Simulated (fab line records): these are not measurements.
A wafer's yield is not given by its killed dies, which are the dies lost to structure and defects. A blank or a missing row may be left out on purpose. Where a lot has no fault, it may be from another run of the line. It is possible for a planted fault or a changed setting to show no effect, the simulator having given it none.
A lot that was struck, set against a sound lot | flow n5 finfet | 14 steps out of a route of 1938
Sound: wafers L300.1, L300.2, L300.6. Struck: wafers L307.2, L307.3 (left out: L307.6, a lot-mate that was not struck); the cause follows at the end.
At each step with rows: each side's tool, then ch and its chambers, then its first start. Under that, the readings that differ: sound wafers | struck wafers | difference of the means | sigmas: that difference in standard deviations of wafers without a fault.
alike: a reading whose means differ by less than 2 such deviations, as well as words and numbers matching on both sides. not compared: withheld readings; readings where some wafer has no value; bounds like >300 that might hide an equal value; numbers whose values overlap and for which the record gives no deviation.
The two part at a step that has a row with sigmas, a row that says differs or no value, or rows on one side only. Non-overlapping numbers with no deviation appear without sigmas and do not part them. A reading that every wafer of one side lacks parts them only if that side has two wafers or more.

first, 2 steps without rows for these wafers: N5_BEOL_M10_PRECLEAN_42 (cleans in residue remover, time 60 s); N5_BEOL_M10_SRD_43 (time 30 s).
N5_BEOL_M10_CD_MEAS_35: the cd target is 70 nm.
  struck on cd sem-01, day 13 03:40; sound on cd sem-01, day 11 17:44
  alike: cd nm
N5_BEOL_M10_CURE_72: cures SiCOH lowk, time 120 s.
  sound on uv cure-03 ch 1, day 11 17:47; struck on uv cure-02 ch 1, day 13 03:46
  alike: lamp power pct, wafer_temp_C_max
N5_BEOL_M10_DEGAS_44: time 60 s.
  struck on pvd sputter-03, day 13 04:02; sound on pvd sputter-03, day 11 18:40
  alike: heater power w
N5_BEOL_M10_PRE_CLEAN_45: time 30 s.
  struck on pvd sputter-03, day 13 04:04; sound on pvd sputter-03, day 11 18:43
  alike: heater power w
N5_BEOL_M10_ALD_74: deposits TaN, target thk 2 nm, pulse time 2 s, purge time 3 s.
  sound on ald metal-04 ch 0,1,3, day 11 18:47; struck on ald metal-03 ch 2,3, day 13 04:09
  alike: heater power w
then, 4 steps without rows for these wafers: N5_BEOL_M10_SURFACE_TREAT_76; N5_BEOL_M10_CVD_75 (deposits Co from CCTBA/H2, target thk 2 nm, time 138.9 s); N5_BEOL_M10_SPUTTER_48 (material Cu, target thk 12 nm, time 2 s); N5_BEOL_M10_ECD_50 (material Cu, target thk 318 nm).
N5_BEOL_M10_ANNEAL_51: time 90 s.
  sound on rtp anneal-02 ch 0, day 11 19:59; struck on rtp anneal-02 ch 0, day 13 06:30
  alike: wafer_temp_C_max
N5_BEOL_M10_CMP_52: polishes, stops on SiCOH lowk, t overpolish 7 s, target thk 140 nm.
  sound on cmp-01 ch 0,2,3, day 11 20:17; struck on cmp-02 ch 0,2, day 13 06:46
  reading                      | sound          | struck    | difference | sigmas
  barrier field endpoint s (s) | 29.5 31.8 29.6 | 16.1 16.4 | -14.1      | -18
  time to endpoint s (s)       | 65 76 65       | 39 40     | -29        | -9
  alike: edge zone pressure frac, motor current A, overpolish run s
  not compared: pad life wafers
N5_PASSIVATION_PROBE_49:
  struck on prober-02, day 15 04:43; sound on prober-02, day 14 03:44
  reading                 | sound       | struck  | difference | sigmas
  killed_at_M0_to_M3      | 24 33 26    | 49 52   | +23        | +2
  sort_bin_5_function (%) | 3.7 4.7 3.2 | 5.7 6.3 | +2.1       | +2
  alike: defect limited yield, killed_at_M4_up, killed at contacts, killed at front end, killed at other, killed dies, killed open, killed short, sort_bin_6_memory, sort n pass, sort yield pct

WHERE THEY PART
Earliest at N5_BEOL_M10_CMP_52; latest, in this record, at N5_PASSIVATION_PROBE_49.

WHY: whatever the simulator had introduced
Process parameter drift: cmp-02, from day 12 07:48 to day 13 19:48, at N5_BEOL_M10_CMP_52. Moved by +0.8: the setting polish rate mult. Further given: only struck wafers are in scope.
